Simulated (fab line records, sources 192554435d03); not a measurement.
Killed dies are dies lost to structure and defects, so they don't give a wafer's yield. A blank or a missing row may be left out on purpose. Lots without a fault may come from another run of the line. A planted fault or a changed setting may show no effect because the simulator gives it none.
Which tool did it? | flow n5_finfet | 11 lots, 30 wafers sampled, at 4 steps of a route of 1938

WHAT THE GAUGES READ, wafer by wafer
The record holds no reading of a measuring or inspecting step that can be judged against a usual standard deviation.

WHICH TOOL RAN EACH LOT (tool, then ch and the chambers of the sampled wafers, then the start)
lot  | N5_BEOL_M4_CMP_52             | N5_BEOL_M4_PRE_CLEAN_60          | N5_BEOL_M5_ETCH_61                 | N5_BEOL_M5_STRIP_64
L593 | cmp-04 ch 0,2,3, day 9 10:30  | cvd_co-02 ch 1,2, day 9 10:43    | rie_diel-01 ch 0,1, day 9 14:40    | rie_diel-01 ch 0,1, day 9 14:49
L596 | cmp-01 ch 0,1, day 9 20:29    | cvd_co-02 ch 0,1,2, day 9 20:47  | rie_diel-06 ch 0,1, day 10 02:16   | rie_diel-06 ch 0,1, day 10 02:25
L598 | cmp-03 ch 1,3, day 10 06:20   | cvd_co-02 ch 0,1, day 10 06:38   | rie_diel-03 ch 2,3, day 10 11:08   | rie_diel-03 ch 2,3, day 10 11:18
L599 | cmp-01 ch 0,1,3, day 10 09:53 | cvd_co-01 ch 0,2, day 10 10:11   | rie_diel-06 ch 0,2, day 10 13:14   | rie_diel-06 ch 0,2, day 10 13:23
L601 | cmp-04 ch 0,1,2, day 10 21:58 | cvd_co-01 ch 0,1,2, day 10 22:11 | rie_diel-03 ch 0,1, day 11 03:01   | rie_diel-03 ch 0,1, day 11 03:10
L602 | cmp-03 ch 0,2,3, day 11 08:34 | cvd_co-02 ch 0,2, day 11 08:51   | rie_diel-03 ch 0,2,3, day 11 13:01 | rie_diel-03 ch 0,2,3, day 11 13:10
L606 | cmp-04 ch 2,3, day 12 07:23   | cvd_co-01 ch 1,2, day 12 07:40   | rie_diel-06 ch 2,3, day 12 10:46   | rie_diel-06 ch 2,3, day 12 10:55
L607 | cmp-01 ch 1,3, day 12 14:58   | cvd_co-02 ch 0,2, day 12 15:17   | rie_diel-06 ch 0,3, day 12 19:35   | rie_diel-06 ch 0,3, day 12 19:44
L608 | cmp-03 ch 0,2, day 12 18:59   | cvd_co-01 ch 1,2, day 12 19:12   | rie_diel-06 ch 0,1, day 12 23:57   | rie_diel-06 ch 0,1, day 13 00:07
L614 | cmp-03 ch 1,2,3, day 14 13:47 | cvd_co-02 ch 1,2, day 14 14:02   | rie_diel-01 ch 0,1,2, day 14 19:20 | rie_diel-01 ch 0,1,2, day 14 19:29
L616 | cmp-04 ch 0,1,2, day 14 15:17 | cvd_co-01 ch 0,1,2, day 14 15:34 | rie_diel-01 ch 0,2,3, day 14 19:34 | rie_diel-01 ch 0,2,3, day 14 19:43
- N5_BEOL_M4_CMP_52: polishes, stops on SiOC, t overpolish 6.8 s, target thk 40 nm.
- N5_BEOL_M4_PRE_CLEAN_60: time 15 s.
- N5_BEOL_M5_ETCH_61: etches SiARC in CF4, target depth 15.6 nm, time 26 s.
- N5_BEOL_M5_STRIP_64: strips in CF4.

WHAT THE TOOLS THEMSELVES READ (means of the sampled wafers that have a number; where no wafer has one, the mark that the record gives instead)
N5_BEOL_M4_CMP_52.
lot  | tool   | barrier_field_endpoint_s (s) | motor_current_A (A) | overpolish_run_s (s) | time_to_endpoint_s (s)
L593 | cmp-04 | 24.4                         | 5.7                 | 6.809                | 59.5
L596 | cmp-01 | 25.3                         | 6.4                 | 6.805                | 64.1
L598 | cmp-03 | 23.7                         | 5.6                 | 6.809                | 62.3
L599 | cmp-01 | 24.9                         | 6.3                 | 6.801                | 61.4
L601 | cmp-04 | 25.0                         | 5.9                 | 6.801                | 59.3
L602 | cmp-03 | 25.2                         | 6.5                 | 6.811                | 64.2
L606 | cmp-04 | 24.9                         | 6.0                 | 6.803                | 64.6
L607 | cmp-01 | 25.3                         | 6.1                 | 6.803                | 64.7
L608 | cmp-03 | 24.8                         | 6.5                 | 6.800                | 63.2
L614 | cmp-03 | 24.7                         | 6.1                 | 6.814                | 61.0
L616 | cmp-04 | 24.8                         | 5.9                 | 6.806                | 62.4

N5_BEOL_M4_PRE_CLEAN_60.
lot  | tool      | heater_power_w (W) | rf_fwd_power_W (W)
L593 | cvd_co-02 | 70                 | 297.3
L596 | cvd_co-02 | 76                 | 297.3
L598 | cvd_co-02 | 79                 | 297.1
L599 | cvd_co-01 | 91                 | 297.4
L601 | cvd_co-01 | 105                | 296.2
L602 | cvd_co-02 | 81                 | 297.2
L606 | cvd_co-01 | 114                | 296.8
L607 | cvd_co-02 | 82                 | 296.5
L608 | cvd_co-01 | 115                | 297.0
L614 | cvd_co-02 | 76                 | 296.8
L616 | cvd_co-01 | 104                | 297.4

N5_BEOL_M5_ETCH_61.
lot  | tool        | drypump_motor_current_A (A) | etch_rf_on_time_s (s) | oes_product_au (a.u.) | rf_fwd_power_W (W) | rf_vpp_V (V) | showerhead_plenum_p_Torr (Torr) | throttle_valve_pct (%)
L593 | rie_diel-01 | 6.0                         | 26.6                  | 0.61                  | 533.3              | 184.3        | 2.11                            | 15.84
L596 | rie_diel-06 | 5.7                         | 25.5                  | 0.78                  | 533.1              | 184.4        | 2.19                            | 15.50
L598 | rie_diel-03 | 4.8                         | 25.8                  | 0.66                  | 535.5              | 183.4        | 2.08                            | 15.58
L599 | rie_diel-06 | 6.2                         | 26.4                  | 0.67                  | 530.9              | 184.9        | 2.21                            | 15.49
L601 | rie_diel-03 | 5.3                         | 25.8                  | 0.73                  | 530.6              | 184.4        | 2.14                            | 15.58
L602 | rie_diel-03 | 5.1                         | 26.2                  | 0.69                  | 534.7              | 184.1        | 2.13                            | 15.53
L606 | rie_diel-06 | 6.0                         | 17.0                  | 0.81                  | 529.0              | 184.9        | 2.19                            | 15.67
L607 | rie_diel-06 | 6.2                         | 21.6                  | 0.80                  | 531.8              | 185.0        | 2.16                            | 15.37
L608 | rie_diel-06 | 5.9                         | 20.9                  | 0.86                  | 531.1              | 183.5        | 2.19                            | 15.45
L614 | rie_diel-01 | 5.9                         | 26.4                  | 0.60                  | 531.3              | 184.1        | 2.13                            | 15.85
L616 | rie_diel-01 | 6.0                         | 26.5                  | 0.64                  | 532.1              | 183.9        | 2.14                            | 15.66

N5_BEOL_M5_STRIP_64.
lot  | tool        | drypump_motor_current_A (A) | oes_product_au (a.u.) | rf_fwd_power_W (W) | rf_vpp_V (V) | showerhead_plenum_p_Torr (Torr) | throttle_valve_pct (%)
L593 | rie_diel-01 | 5.9                         | 0.71                  | 292.0              | 269.8        | 1.77                            | 13.84
L596 | rie_diel-06 | 5.7                         | 0.89                  | 292.8              | 270.9        | 1.83                            | 13.41
L598 | rie_diel-03 | 4.8                         | 0.76                  | 292.7              | 270.1        | 1.74                            | 13.54
L599 | rie_diel-06 | 6.2                         | 0.78                  | 292.1              | 271.9        | 1.85                            | 13.47
L601 | rie_diel-03 | 5.3                         | 0.84                  | 292.1              | 270.6        | 1.80                            | 13.55
L602 | rie_diel-03 | 5.1                         | 0.79                  | 291.8              | 270.6        | 1.78                            | 13.49
L606 | rie_diel-06 | 6.0                         | 0.73                  | 292.8              | 271.4        | 1.83                            | 13.63
L607 | rie_diel-06 | 6.3                         | 0.80                  | 293.1              | 271.0        | 1.81                            | 13.38
L608 | rie_diel-06 | 5.9                         | 0.85                  | 294.1              | 271.5        | 1.83                            | 13.38
L614 | rie_diel-01 | 5.9                         | 0.70                  | 292.2              | 271.2        | 1.79                            | 13.86
L616 | rie_diel-01 | 6.0                         | 0.74                  | 293.2              | 271.1        | 1.80                            | 13.67

THE ANSWER, worked out from the rows above alone
Rule: what is usual is taken from the lots themselves. Put in order of their means at a reading, lots are off if they are a third of the lots or fewer, leave a main group of 4 or more, and stand apart from it by a gap of 3 or more times the standard deviation of the main group's means; of several such gaps the widest counts. A main group whose means are all the same, to the digits that the tables above print for the reading, isn't used. A lot without any number at a reading at which 4 lots or more have one is off too. The other lots that the step has rows for count as sound. The gauges are gone through in route order, then the tools' own readings, and for those a lot's mean is taken as printed above. The first step at which some lot is off is used, and at that step the reading that is off furthest; a lot without a number counts as furthest.
Off: L606, L607, L608, at N5_BEOL_M5_ETCH_61 (etch_rf_on_time_s). The main group: mean 26.1 s, standard deviation 0.37.
A tool fits if, at that step or a process step before it, it ran every lot that is off, and no sound lot after the first of them. One fits: rie_diel-06 at N5_BEOL_M5_ETCH_61. Its last sound lot is L599 (day 10 13:14), its first lot that is off L606 (day 12 10:46): a fault that began between those two fits.
The tool's own readings at N5_BEOL_M5_ETCH_61 bear it out: on the lots that are off they differ by more than 5 times the standard deviation of the sound lots' means. etch_rf_on_time_s reads 19.8 s there against 26.1 s on the sound lots.

WHAT THE SIMULATOR HAD PUT IN
Process parameter drift: rie_diel-06, from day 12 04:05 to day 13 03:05, at N5_BEOL_M5_ETCH_61. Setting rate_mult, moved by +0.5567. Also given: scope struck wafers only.
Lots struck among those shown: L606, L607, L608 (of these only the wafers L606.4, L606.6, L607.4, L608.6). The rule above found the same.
